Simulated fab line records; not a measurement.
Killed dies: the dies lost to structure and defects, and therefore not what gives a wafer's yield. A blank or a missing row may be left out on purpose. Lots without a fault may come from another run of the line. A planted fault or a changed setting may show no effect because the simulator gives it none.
Chamber matching -- flow n5 finfet -- N5_GATE_CUT_HM_DEP_46 on pecvd-04: 3 sister chambers
The step deposits SiO2 from TEOS/O2, target thk 130 nm, time 26.6 s. 6 wafers are shown with their chamber, then 12 later ones without.

EACH WAFER AND ITS CHAMBER
wafer,chamber,throttle valve pct (%),showerhead plenum p Torr (Torr)
L089.1,1,19.4,8.35
L089.2,0,18.6,8.34
L089.4,1,18.9,8.37
L091.1,2,17.8,8.29
L091.2,0,18.7,8.33
L091.4,2,17.6,8.26

WAFERS WHOSE CHAMBER IS MISSING
wafer,throttle valve pct (%),showerhead plenum p Torr (Torr)
L093.2,17.6,8.27
L093.4,19.6,8.36
L093.6,17.6,8.28
L094.3,17.9,8.26
L094.4,17.8,8.27
L094.5,19.2,8.36
L097.1,19.5,8.35
L097.2,17.8,8.27
L097.3,18.7,8.33
L097.4,18.9,8.36
L097.5,19.1,8.37
L097.6,17.5,8.28

WHICH CHAMBER EACH WENT THROUGH
wafer,from the rows above,in truth
L093.2,2,2
L093.4,1,1
L093.6,2,2
L094.3,2,2
L094.4,2,2
L094.5,1,1
L097.1,1,1
L097.2,2,2
L097.3,0,0
L097.4,can't be placed: 1 or 0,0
L097.5,1,1
L097.6,2,2
Correct placement for 11 of the 12. These rows do not allow placing 1 (true chamber among the candidates in 1). 0 placed wrongly.
How it was worked out, from the rows above alone: a wafer's distance from a chamber is the root of the sum, over the readings, of the square of ((its reading less the chamber's mean) divided by the reading's scatter). If the next closest chamber is less than 2 further off than the closest, the wafer can't be placed; otherwise it belongs to the closest. For every chamber, the mean is computed from those of its wafers that are shown. The scatter: take each reading less its chamber's mean, square it, sum over the shown wafers, divide by the number of wafers less the number of chambers, and take the root.
